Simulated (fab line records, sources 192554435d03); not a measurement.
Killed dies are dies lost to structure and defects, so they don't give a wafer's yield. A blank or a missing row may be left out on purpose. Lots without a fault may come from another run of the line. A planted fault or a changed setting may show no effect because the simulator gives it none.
fab line records | flow n5_finfet
record lots=24 wafers=72 last_day=18
route steps=1938 shown BEOL_M1@839 BEOL_M2@857
lots that met no fault: from a run of the same line without faults
start_h: hours from the record's first day to the start of the lot's first wafer shown | wait_h: hours since the lot's step before | " the same as in the row above | L1.1+2: a row that stands for several wafers | - no value, or no start given | * or withheld: withheld | < > ~ a bound
route shown NAME@n: a module of which the file shows steps, and the number in the route of the first | usual: mean/standard deviation of fault-free wafers | same: alike in all rows | chamber/n: place in a boat | sites: the reading at each site | _std_site: their standard deviation | _edge_site: outer sites' mean less inner sites' | radius_mm: how far each site lies from the wafer's centre | mask NAME#n: copy n | behind: the tool/chamber that last shaped the wafer | hold: why the lot was held/for how many hours/how that ended | device: the transistor (n, p or np) that didn't switch | end of line: the same wafers' tests at the end of the route | a step without rows: its recipe alone | killed: dies lost to structure and defects at the first sort, not the wafer's yield | map: a wafer's dies, x killed, . not, _ none there
set.NAME: the setting as run; set.NAME@STEP: as run at that earlier step | model.NAME: the simulator's own value behind a step, which no gauge read
steps of the route over a sample of lots; a table a step, a row a wafer
services: from which hour (start_h, from the record's first day; less than 0 if before it) a tool's chamber was out of use, for how many hours, and why
## steps
# step N5_BEOL_M1_RS_MEAS_58
# recipe thk_meas_gauge=four-point-probe reads=Co_of_BEOL_M1_CO_CAP_55+Cu_of_BEOL_M1_ECD_50+Co_of_BEOL_M1_CVD_47+TaN_of_BEOL_M1_ALD_84
# usual M1_RS=0.67/0.04
# columns lot.wafer tool chamber start_h wait_h M1_RS[ohm/sq]
L074.3 film_metro-02 - 136.21 0.1 0.61
L074.5 " - " " 0.64
L074.6 " - " " 0.62
L075.2 film_metro-01 - 138.49 0.1 0.65
L075.5 " - " " 0.63
L075.6 " - " " 0.65
L076.1 film_metro-01 - 138.69 0.0 0.66
L076.4 " - " " 0.60
L076.6 " - " " 0.65
L077.2 film_metro-02 - 150.56 0.1 0.66
L077.3 " - " " 0.62
L077.4 " - " " 0.64
L078.3 film_metro-01 - 157.81 0.1 0.65
L078.4 " - " " 0.64
L078.6 " - " " 0.61
L079.1 film_metro-02 - 158.35 0.0 0.65
L079.4 " - " " 0.61
L079.6 " - " " 0.67
L080.1 film_metro-01 - 164.17 0.0 0.67
L080.2 " - " " 0.68
L080.3 " - " " 0.64
L081.2 film_metro-01 - 172.41 0.4 0.70
L081.4 " - " " 0.64
L081.6 " - " " 0.62
L082.2 film_metro-02 - 180.06 0.1 0.74
L082.3 " - " " 0.70
L082.6 " - " " 0.65
L083.1 film_metro-02 - 186.14 0.0 0.72
L083.3 " - " " 0.67
L083.6 " - " " 0.66
L084.1 film_metro-01 - 187.42 0.0 0.65
L084.2 " - " " 0.69
L084.5 " - " " 0.67
L085.4 film_metro-02 - 203.96 0.0 0.60
L085.5 " - " " 0.60
L085.6 " - " " 0.59
L086.2 film_metro-01 - 204.60 0.1 0.65
L086.4 " - " " 0.72
L086.6 " - " " 0.63
L087.1 film_metro-01 - 210.44 0.0 0.74
L087.2 " - " " 0.70
L087.3 " - " " 0.69
L088.1 film_metro-01 - 212.46 0.0 0.74
L088.2 " - " " 0.69
L088.3 " - " " 0.69
L089.1 film_metro-01 - 220.51 0.0 0.76
L089.3 " - " " 0.69
L089.4 " - " " 0.64
L091.3 film_metro-01 - 228.52 0.1 0.70
L091.4 " - " " 0.70
L091.6 " - " " 0.68
L090.2 film_metro-01 - 229.22 0.1 0.67
L090.3 " - " " 0.68
L090.5 " - " " 0.61
L093.1 film_metro-01 - 244.73 0.0 0.69
L093.4 " - " " 0.68
L093.6 " - " " 0.63
L092.2 film_metro-01 - 256.89 0.1 0.70
L092.4 " - " " 0.66
L092.6 " - " " 0.65
L094.1 film_metro-02 - 266.64 0.0 0.67
L094.2 " - " " 0.66
L094.3 " - " " 0.69
L095.3 film_metro-01 - 267.15 0.1 0.74
L095.5 " - " " 0.69
L095.6 " - " " 0.61
L096.2 film_metro-01 - 270.42 0.1 0.71
L096.3 " - " " 0.63
L096.5 " - " " 0.65
L097.2 film_metro-01 - 276.78 0.1 0.75
L097.4 " - " " 0.65
L097.5 " - " " 0.68
# step N5_BEOL_M1_INSPECT_59
# recipe inspect_instrument=darkfield mode=post_dep
# usual raw_defect_count=71/23
# columns lot.wafer tool chamber start_h wait_h raw_defect_count
L074.3 defect_inspect-02 - 136.24 0.0 50
L074.5 " - " " 58
L074.6 " - " " 32
L075.2 defect_inspect-02 - 138.51 0.0 48
L075.5 " - " " 82
L075.6 " - " " 59
L076.1 defect_inspect-01 - 138.71 0.0 89
L076.4 " - " " 70
L076.6 " - " " 137
L077.2 defect_inspect-01 - 150.59 0.0 62
L077.3 " - " " 72
L077.4 " - " " 52
L078.3 defect_inspect-01 - 157.84 0.0 81
L078.4 " - " " 106
L078.6 " - " " 71
L079.1 defect_inspect-02 - 158.38 0.0 117
L079.4 " - " " 71
L079.6 " - " " 54
L080.1 defect_inspect-02 - 164.20 0.0 45
L080.2 " - " " 41
L080.3 " - " " 34
L081.2 defect_inspect-01 - 172.43 0.0 60
L081.4 " - " " 59
L081.6 " - " " 83
L082.2 defect_inspect-01 - 180.09 0.0 70
L082.3 " - " " 80
L082.6 " - " " 124
L083.1 defect_inspect-02 - 186.17 0.0 102
L083.3 " - " " 100
L083.6 " - " " 143
L084.1 defect_inspect-02 - 187.45 0.0 70
L084.2 " - " " 71
L084.5 " - " " 56
L085.4 defect_inspect-02 - 203.99 0.0 82
L085.5 " - " " 56
L085.6 " - " " 53
L086.2 defect_inspect-02 - 204.75 0.2 36
L086.4 " - " " 75
L086.6 " - " " 78
L087.1 defect_inspect-02 - 210.47 0.0 68
L087.2 " - " " 63
L087.3 " - " " 50
L088.1 defect_inspect-01 - 212.48 0.0 55
L088.2 " - " " 63
L088.3 " - " " 90
L089.1 defect_inspect-02 - 220.54 0.0 37
L089.3 " - " " 62
L089.4 " - " " 76
L091.3 defect_inspect-02 - 228.54 0.0 91
L091.4 " - " " 62
L091.6 " - " " 98
L090.2 defect_inspect-02 - 229.25 0.0 61
L090.3 " - " " 71
L090.5 " - " " 56
L093.1 defect_inspect-02 - 244.76 0.0 78
L093.4 " - " " 55
L093.6 " - " " 63
L092.2 defect_inspect-01 - 256.91 0.0 90
L092.4 " - " " 79
L092.6 " - " " 72
L094.1 defect_inspect-01 - 266.67 0.0 88
L094.2 " - " " 49
L094.3 " - " " 53
L095.3 defect_inspect-01 - 267.18 0.0 32
L095.5 " - " " 69
L095.6 " - " " 53
L096.2 defect_inspect-02 - 270.44 0.0 46
L096.3 " - " " 91
L096.5 " - " " 103
L097.2 defect_inspect-01 - 276.80 0.0 80
L097.4 " - " " 86
L097.5 " - " " 82
# step N5_BEOL_M2_DESCUM_16
# recipe chemistry=O2 time_s=7 source_power_w=50 bias_power_w=20 pressure_mtorr=20 rf_frequency_hz=2.712e+07 temp_c=40 resist=CAR-EUV o2_flow_sccm=225
# usual drypump_motor_current_A=5.8/0.43 oes_product_au=0.78/0.11 rf_vpp_V=242.8/1.6 showerhead_plenum_p_Torr=2.07/0.09 throttle_valve_pct=20.31/0.19
# columns lot.wafer tool chamber start_h wait_h drypump_motor_current_A oes_product_au rf_hours_counter_h rf_vpp_V showerhead_plenum_p_Torr throttle_valve_pct
L074.3 rie_diel-05 2 138.27 0.0 5.5 0.76 158 241.1 1.91 20.23
L074.5 " 1 " " 6.1 0.78 - 245.2 2.17 20.42
L074.6 " 3 " " 5.6 0.96 - 242.8 2.02 20.26
L075.2 rie_diel-02 0 139.58 0.2 6.2 0.69 196 242.6 2.01 20.38
L075.5 " 3 " " 6.6 0.70 - 242.5 2.08 20.19
L075.6 " 0 " " 6.1 0.69 - 242.8 2.01 20.38
L076.1 rie_diel-02 3 141.74 0.2 6.6 0.71 197 243.7 2.08 20.21
L076.4 " 3 " " 6.6 0.70 - 243.4 2.08 20.21
L076.6 " 0 " " 6.1 0.70 - 241.0 2.01 20.37
L077.2 rie_diel-04 0 153.06 0.0 5.6 0.91 38 246.4 2.23 20.45
L077.3 " 1 " " 5.4 0.69 214 244.5 2.17 20.29
L077.4 " 1 " " 5.5 0.69 - 243.3 2.17 20.29
L078.3 rie_diel-04 0 160.20 0.0 5.6 0.89 42 244.8 2.23 20.45
L078.4 " 0 " " 5.6 0.90 - 245.1 2.23 20.48
L078.6 " 2 " " 5.3 0.68 - 243.0 2.04 20.52
L079.1 rie_diel-02 2 160.37 0.0 5.6 0.69 233 241.4 2.05 20.53
L079.4 " 0 " " 6.1 0.69 205 240.0 2.01 20.40
L079.6 " 3 " " 6.6 0.68 - 242.6 2.08 20.21
L080.1 rie_diel-04 0 165.79 0.0 5.6 0.89 44 245.0 2.23 20.46
L080.2 " 3 " " 6.1 0.98 4 241.3 2.05 19.93
L080.3 " 2 " " 5.3 0.67 234 242.0 2.04 20.54
L081.2 rie_diel-04 2 174.20 0.0 5.3 0.68 238 243.2 2.04 20.53
L081.4 " 0 " " 5.5 0.90 47 245.9 2.23 20.47
L081.6 " 3 " " 6.1 0.97 - 242.9 2.05 19.94
L082.2 rie_diel-02 3 181.98 0.0 6.6 0.69 211 242.7 2.07 20.23
L082.3 " 1 " " 5.9 0.93 12 243.6 2.18 20.30
L082.6 " 2 " " 5.6 0.70 - 243.3 2.05 20.55
L083.1 rie_diel-04 2 187.36 0.0 5.3 0.67 243 241.9 2.04 20.54
L083.3 " 0 " " 5.6 0.87 52 246.0 2.23 20.46
L083.6 " 0 " " 5.6 0.87 - 245.1 2.23 20.47
L084.1 rie_diel-02 3 191.72 0.3 6.6 0.68 214 243.2 2.07 20.24
L084.2 " 2 " " 5.6 0.69 245 242.9 2.05 20.55
L084.5 " 2 " " 5.6 0.69 - 242.9 2.05 20.55
L085.4 rie_diel-02 1 207.05 0.0 5.9 0.91 - 244.3 2.17 20.30
L085.5 " 3 " " 6.5 0.68 - 243.8 2.07 20.24
L085.6 " 0 " " 6.1 0.67 - 241.9 2.00 20.43
L086.2 rie_diel-02 1 207.44 0.0 5.9 0.91 21 243.4 2.18 20.31
L086.4 " 1 " " 5.9 0.91 - 244.2 2.17 20.31
L086.6 " 0 " " 6.1 0.67 - 241.6 2.00 20.40
L087.1 rie_diel-02 1 212.50 0.3 5.9 0.90 23 242.5 2.17 20.32
L087.2 " 0 " " 6.1 0.67 226 242.3 2.00 20.41
L087.3 " 3 " " 6.6 0.68 221 241.7 2.07 20.25
L088.1 rie_diel-05 2 213.36 0.1 5.5 0.73 186 239.9 1.90 20.29
L088.2 " 0 " " 5.1 0.92 21 243.8 2.14 19.86
L088.3 " 1 " " 6.1 0.73 170 245.7 2.16 20.49
L089.1 rie_diel-02 0 224.03 0.0 6.2 0.67 231 240.7 2.00 20.43
L089.3 " 3 " " 6.6 0.68 226 242.6 2.07 20.26
L089.4 " 3 " " 6.6 0.68 - 242.9 2.07 20.26
L091.3 rie_diel-05 1 231.25 0.0 6.1 0.74 177 244.7 2.16 20.49
L091.4 " 2 " " 5.4 0.73 192 240.8 1.90 20.29
L091.6 " 2 " " 5.4 0.73 - 239.6 1.90 20.27
L090.2 rie_diel-04 3 231.54 0.0 6.0 0.91 34 243.9 2.04 19.99
L090.3 " 0 " " 5.6 0.83 73 245.2 2.22 20.48
L090.5 " 2 " " 5.3 0.66 - 242.1 2.03 20.57
L093.1 rie_diel-02 1 246.89 0.0 5.9 0.88 37 244.4 2.17 20.35
L093.4 " 3 " " 6.6 0.68 232 242.3 2.07 20.27
L093.6 " 1 " " 5.9 0.89 - 244.0 2.17 20.33
L092.2 rie_diel-05 2 258.79 0.0 5.5 0.73 201 239.6 1.89 20.30
L092.4 " 1 " " 6.1 0.73 186 244.2 2.16 20.50
L092.6 " 0 " " 5.1 0.90 - 243.2 2.13 19.88
L094.1 rie_diel-05 2 267.85 0.0 5.5 0.73 204 238.7 1.89 20.30
L094.2 " 1 " " 6.2 0.74 188 244.0 2.16 20.50
L094.3 " 0 " " 5.1 0.88 40 244.0 2.13 19.87
L095.3 rie_diel-05 2 269.95 0.0 5.4 0.73 204 240.2 1.89 20.31
L095.5 " 3 " " 5.5 0.87 - 242.6 2.01 20.33
L095.6 " 0 " " 5.1 0.89 - 244.0 2.13 19.86
L096.2 rie_diel-05 0 272.58 0.0 5.1 0.88 41 245.1 2.13 19.89
L096.3 " 1 " " 6.2 0.74 190 242.5 2.16 20.51
L096.5 " 3 " " 5.5 0.86 - 242.2 2.01 20.31
L097.2 rie_diel-05 0 279.11 0.0 5.1 0.89 44 243.5 2.13 19.88
L097.4 " 3 " " 5.5 0.86 51 242.9 2.01 20.30
L097.5 " 3 " " 5.5 0.86 - 242.0 2.01 20.31
# step N5_BEOL_M2_ETCH_70
# recipe chemistry=N2/H2 target=SOC target_depth_a=800 overetch_a=240 mask_material=SiARC temp_c=40 time_s=130 ion_energy_ev=200 pressure_mtorr=30 source_w=840 bias_w=150 n2_flow_sccm=200 h2_flow_sccm=200
# usual drypump_motor_current_A=5.8/0.39 h2_flow_sccm=200.0/0.61 oes_product_au=0.58/0.075 rf_vpp_V=523.5/2.8 showerhead_plenum_p_Torr=2.54/0.1 throttle_valve_pct=17.80/0.27
# columns lot.wafer tool chamber start_h wait_h drypump_motor_current_A h2_flow_sccm oes_product_au rf_hours_counter_h rf_vpp_V showerhead_plenum_p_Torr throttle_valve_pct
L074.3 rie_diel-04 1 140.62 0.0 5.5 199.7 0.52 209 527.3 2.63 17.66
L074.5 " 2 " " 5.3 199.4 0.51 - 521.5 2.54 18.32
L074.6 " 1 " " 5.4 200.9 0.52 - 527.3 2.63 17.67
L076.1 rie_diel-02 0 145.64 0.0 6.1 199.9 0.51 199 520.5 2.43 17.72
L076.4 " 2 " " 5.6 199.6 0.51 - 522.8 2.53 18.10
L076.6 " 0 " " 6.1 199.3 0.52 - 520.3 2.43 17.72
L075.2 rie_diel-02 0 148.65 0.0 6.1 199.7 0.51 200 520.4 2.43 17.72
L075.5 " 3 " " 6.6 199.9 0.52 - 523.6 2.53 17.79
L075.6 " 2 " " 5.6 200.2 0.51 - 523.1 2.53 18.12
L077.2 rie_diel-04 1 154.59 0.0 5.5 199.4 0.52 215 526.4 2.63 17.67
L077.3 " 2 " " 5.3 200.0 0.51 229 523.8 2.53 18.34
L077.4 " 2 " " 5.3 201.2 0.52 - 522.8 2.53 18.33
L078.3 rie_diel-04 2 163.94 0.0 5.3 200.3 0.50 233 522.5 2.53 18.33
L078.4 " 0 " " 5.6 200.4 0.64 43 529.4 2.72 17.87
L078.6 " 1 " " 5.5 200.2 0.51 - 526.2 2.63 17.68
L079.1 rie_diel-02 2 170.01 0.0 5.6 199.0 0.51 237 522.7 2.52 18.13
L079.4 " 0 " " 6.1 199.1 0.50 209 520.9 2.43 17.75
L079.6 " 3 " " 6.5 201.5 0.51 - 523.2 2.53 17.79
L080.1 rie_diel-02 1 175.24 0.0 5.9 199.6 0.70 9 524.2 2.62 17.61
L080.2 " 0 " " 6.2 199.6 0.51 212 520.9 2.42 17.74
L080.3 " 2 " " 5.6 200.3 0.51 239 523.2 2.52 18.14
L081.2 rie_diel-02 0 176.10 0.0 6.1 200.6 0.50 212 521.0 2.42 17.76
L081.4 " 0 " " 6.1 200.0 0.51 - 519.4 2.42 17.73
L081.6 " 1 " " 5.9 201.0 0.69 - 526.8 2.62 17.61
L082.2 rie_diel-04 0 186.26 0.0 5.6 200.1 0.63 52 528.9 2.72 17.89
L082.3 " 2 " " 5.3 201.1 0.50 243 524.2 2.53 18.36
L082.6 " 0 " " 5.6 200.2 0.64 - 528.2 2.72 17.90
L083.1 rie_diel-04 3 191.50 0.0 6.1 200.6 0.68 15 522.3 2.47 17.25
L083.3 " 2 " " 5.3 200.5 0.51 246 523.2 2.53 18.35
L083.6 " 2 " " 5.3 200.8 0.50 - 523.1 2.53 18.35
L084.1 rie_diel-02 2 193.39 0.0 5.6 200.5 0.50 246 521.2 2.52 18.15
L084.2 " 0 " " 6.1 199.4 0.51 218 519.1 2.42 17.74
L084.5 " 0 " " 6.1 200.9 0.51 - 522.1 2.42 17.76
L086.2 rie_diel-05 0 211.58 0.0 5.1 199.7 0.67 20 525.8 2.61 17.35
L086.4 " 1 " " 6.1 200.7 0.56 - 526.0 2.63 17.85
L086.6 " 0 " " 5.1 199.9 0.67 - 526.6 2.61 17.34
L085.4 rie_diel-02 3 211.58 0.0 6.6 199.9 0.51 - 522.4 2.52 17.81
L085.5 " 0 " " 6.1 200.5 0.50 - 518.3 2.42 17.76
L085.6 " 1 " " 5.9 199.7 0.67 - 525.7 2.61 17.64
L088.1 rie_diel-02 1 218.33 0.0 5.9 199.0 0.66 26 525.5 2.61 17.63
L088.2 " 3 " " 6.6 199.5 0.51 224 524.0 2.52 17.81
L088.3 " 0 " " 6.1 199.4 0.50 229 520.2 2.42 17.78
L087.1 rie_diel-05 1 218.36 0.0 6.2 200.2 0.55 173 525.4 2.63 17.87
L087.2 " 3 " " 5.5 200.0 0.66 31 522.3 2.49 18.04
L087.3 " 2 " " 5.5 199.7 0.53 189 517.2 2.32 17.74
L089.1 rie_diel-04 2 225.19 0.0 5.3 199.3 0.50 261 522.2 2.52 18.38
L089.3 " 3 " " 6.0 200.2 0.66 31 523.4 2.47 17.30
L089.4 " 3 " " 6.1 200.3 0.66 - 523.2 2.47 17.28
L091.3 rie_diel-02 2 234.80 0.0 5.6 199.7 0.70 2 523.5 2.52 17.69
L091.4 " 1 " " 5.9 200.0 0.66 - 525.9 2.61 17.66
L091.6 " 2 " " 5.6 198.9 0.72 - 522.0 2.52 17.69
L090.2 rie_diel-05 2 234.84 0.0 5.5 199.6 0.53 193 519.5 2.32 17.74
L090.3 " 0 " " 5.1 200.8 0.65 30 524.4 2.61 17.36
L090.5 " 2 " " 5.4 199.5 0.54 - 516.1 2.32 17.75
L093.1 rie_diel-02 1 249.87 0.0 6.0 200.0 0.65 38 524.3 2.61 17.67
L093.4 " 3 " " 6.5 199.8 0.50 233 523.3 2.52 17.83
L093.6 " 2 " " 5.6 199.3 0.69 - 523.1 2.51 17.69
L092.2 rie_diel-04 3 266.57 0.0 6.0 199.6 0.63 48 521.1 2.46 17.30
L092.4 " 2 " " 5.3 199.5 0.72 6 521.6 2.52 17.92
L092.6 " 1 " " 5.5 200.7 0.50 - 525.8 2.62 17.71
L094.1 rie_diel-04 2 269.37 0.0 5.3 199.7 0.71 6 524.9 2.52 17.91
L094.2 " 0 " " 5.6 200.9 0.60 88 526.6 2.70 17.95
L094.3 " 1 " " 5.5 199.9 0.51 235 526.3 2.62 17.70
L095.3 rie_diel-02 2 271.55 0.0 5.6 200.2 0.67 15 521.8 2.51 17.72
L095.5 " 1 " " 6.0 200.1 0.65 - 524.6 2.60 17.67
L095.6 " 0 " " 6.1 199.9 0.49 - 520.8 2.41 17.81
L096.2 rie_diel-05 3 278.00 0.0 5.5 199.2 0.63 51 522.5 2.48 18.06
L096.3 " 0 " " 5.1 200.5 0.63 43 525.2 2.60 17.39
L096.5 " 1 " " 6.2 200.4 0.54 - 526.1 2.62 17.91
L097.2 rie_diel-05 1 281.27 0.0 6.1 200.7 0.53 193 528.1 2.62 17.91
L097.4 " 3 " " 5.6 200.2 0.63 52 522.0 2.48 18.06
L097.5 " 0 " " 5.1 200.3 0.64 - 526.1 2.60 17.38
# step N5_BEOL_M2_DEGAS_44
# recipe ambient=vacuum temp_c=250 time_s=60
# usual heater_power_w=331/37
# columns lot.wafer tool chamber start_h wait_h heater_power_w
L074.3 pvd_sputter-03 - 141.35 0.2 359
L074.5 " - " " 311
L074.6 " - " " 350
L076.1 pvd_sputter-02 - 146.74 0.6 333
L076.4 " - " " 333
L076.6 " - " " 375
L075.2 pvd_sputter-03 - 149.58 0.4 349
L075.5 " - " " 354
L075.6 " - " " 340
L077.2 pvd_sputter-02 - 157.08 2.0 372
L077.3 " - " " 340
L077.4 " - " " 369
L078.3 pvd_sputter-03 - 165.25 0.8 351
L078.4 " - " " 346
L078.6 " - " " 308
L079.1 pvd_sputter-01 - 171.07 0.5 311
L079.4 " - " " 233
L079.6 " - " " 308
L080.1 pvd_sputter-01 - 176.17 0.4 330
L080.2 " - " " 308
L080.3 " - " " 240
L081.2 pvd_sputter-01 - 176.66 0.0 315
L081.4 " - " " 238
L081.6 " - " " 237
L082.2 pvd_sputter-01 - 187.02 0.2 315
L082.3 " - " " 314
L082.6 " - " " 323
L083.1 pvd_sputter-01 - 192.52 0.5 315
L083.3 " - " " 314
L083.6 " - " " 320
L084.1 pvd_sputter-02 - 194.57 0.7 328
L084.2 " - " " 383
L084.5 " - " " 333
L085.4 pvd_sputter-02 - 212.28 0.2 371
L085.5 " - " " 367
L085.6 " - " " 378
L086.2 pvd_sputter-02 - 212.36 0.3 373
L086.4 " - " " 327
L086.6 " - " " 384
L088.1 pvd_sputter-02 - 219.10 0.2 344
L088.2 " - " " 378
L088.3 " - " " 335
L087.1 pvd_sputter-02 - 219.18 0.3 382
L087.2 " - " " 343
L087.3 " - " " 372
L089.1 pvd_sputter-01 - 225.78 0.0 240
L089.3 " - " " 330
L089.4 " - " " 313
L091.3 pvd_sputter-03 - 235.59 0.3 351
L091.4 " - " " 300
L091.6 " - " " 345
L090.2 pvd_sputter-02 - 235.98 0.6 344
L090.3 " - " " 332
L090.5 " - " " 369
L093.1 pvd_sputter-03 - 250.59 0.2 344
L093.4 " - " " 344
L093.6 " - " " 351
L092.2 pvd_sputter-02 - 269.30 2.1 376
L092.4 " - " " 333
L092.6 " - " " 347
L094.1 pvd_sputter-03 - 270.02 0.0 346
L094.2 " - " " 350
L094.3 " - " " 352
L095.3 pvd_sputter-01 - 272.66 0.6 309
L095.5 " - " " 235
L095.6 " - " " 312
L096.2 pvd_sputter-03 - 278.81 0.3 349
L096.3 " - " " 360
L096.5 " - " " 351
L097.2 pvd_sputter-01 - 282.40 0.6 324
L097.4 " - " " 318
L097.5 " - " " 328
# step N5_BEOL_M2_SURFACE_TREAT_85
# recipe gas=Ar time_s=* ion_energy_ev=* ion_current_ma_cm2=0.5 pressure_mtorr=* ar_flow_sccm=30
# usual pressure_mtorr=* throttle_valve_pct=*
# columns lot.wafer tool chamber start_h wait_h pressure_mtorr throttle_valve_pct
L074.3 pvd_sputter-02 - 141.75 0.2 * *
L074.5 " - " " * *
L074.6 " - " " * *
L076.1 pvd_sputter-01 - 147.08 0.1 * *
L076.4 " - " " * *
L076.6 " - " " * *
L075.2 pvd_sputter-02 - 150.18 0.2 * *
L075.5 " - " " * *
L075.6 " - " " * *
L077.2 pvd_sputter-01 - 157.48 0.2 * *
L077.3 " - " " * *
L077.4 " - " " * *
L078.3 pvd_sputter-03 - 165.79 0.3 * *
L078.4 " - " " * *
L078.6 " - " " * *
L079.1 pvd_sputter-01 - 171.45 0.2 * *
L079.4 " - " " * *
L079.6 " - " " * *
L080.1 pvd_sputter-01 - 176.55 0.2 * *
L080.2 " - " " * *
L080.3 " - " " * *
L081.2 pvd_sputter-02 - 177.13 0.2 * *
L081.4 " - " " * *
L081.6 " - " " * *
L082.2 pvd_sputter-01 - 187.50 0.3 * *
L082.3 " - " " * *
L082.6 " - " " * *
L083.1 pvd_sputter-02 - 193.00 0.3 * *
L083.3 " - " " * *
L083.6 " - " " * *
L084.1 pvd_sputter-01 - 194.90 0.1 * *
L084.2 " - " " * *
L084.5 " - " " * *
L085.4 pvd_sputter-03 - 212.71 0.2 * *
L085.5 " - " " * *
L085.6 " - " " * *
L086.2 pvd_sputter-03 - 212.75 0.2 * *
L086.4 " - " " * *
L086.6 " - " " * *
L088.1 pvd_sputter-03 - 219.53 0.2 * *
L088.2 " - " " * *
L088.3 " - " " * *
L087.1 pvd_sputter-01 - 219.63 0.1 * *
L087.2 " - " " * *
L087.3 " - " " * *
L089.1 pvd_sputter-01 - 226.20 0.2 * *
L089.3 " - " " * *
L089.4 " - " " * *
L091.3 pvd_sputter-02 - 235.94 0.1 * *
L091.4 " - " " * *
L091.6 " - " " * *
L090.2 pvd_sputter-02 - 236.38 0.2 * *
L090.3 " - " " * *
L090.5 " - " " * *
L093.1 pvd_sputter-02 - 251.03 0.2 * *
L093.4 " - " " * *
L093.6 " - " " * *
L092.2 pvd_sputter-01 - 269.63 0.1 * *
L092.4 " - " " * *
L092.6 " - " " * *
L094.1 pvd_sputter-03 - 270.35 0.1 * *
L094.2 " - " " * *
L094.3 " - " " * *
L095.3 pvd_sputter-03 - 273.06 0.2 * *
L095.5 " - " " * *
L095.6 " - " " * *
L096.2 pvd_sputter-03 - 279.37 0.4 * *
L096.3 " - " " * *
L096.5 " - " " * *
L097.2 pvd_sputter-03 - 282.88 0.2 * *
L097.4 " - " " * *
L097.5 " - " " * *
## services
# columns tool chamber start_h hours kind
rie_diel-04 3 117.89 - clean
rie_diel-04 3 117.89 - consumable_replace:focus_ring
rie_diel-04 3 117.89 23.5 scheduled_down
rie_diel-04 3 117.89 23.5 vent_cycle
rie_diel-02 1 136.01 - clean
rie_diel-02 1 136.01 - consumable_replace:focus_ring
rie_diel-02 1 136.01 16.5 scheduled_down
rie_diel-02 1 136.01 16.5 vent_cycle
rie_diel-04 3 143.18 13.8 repair
rie_diel-05 - 164.14 0.3 repair
rie_diel-05 - 171.64 2.2 repair
rie_diel-02 3 173.21 5.4 repair
rie_diel-04 1 175.48 62.1 repair
rie_diel-05 3 201.47 13.7 repair
rie_diel-02 2 205.13 - clean
rie_diel-02 2 205.13 - consumable_replace:focus_ring
rie_diel-02 2 205.13 22.7 scheduled_down
rie_diel-02 2 205.13 22.7 vent_cycle
rie_diel-05 2 219.41 2.6 repair
rie_diel-02 3 230.91 5.1 repair
rie_diel-04 2 237.62 - clean
rie_diel-02 0 277.44 - clean
rie_diel-02 0 277.44 - consumable_replace:focus_ring
rie_diel-02 0 277.44 - consumable_replace:showerhead
## key
fault none
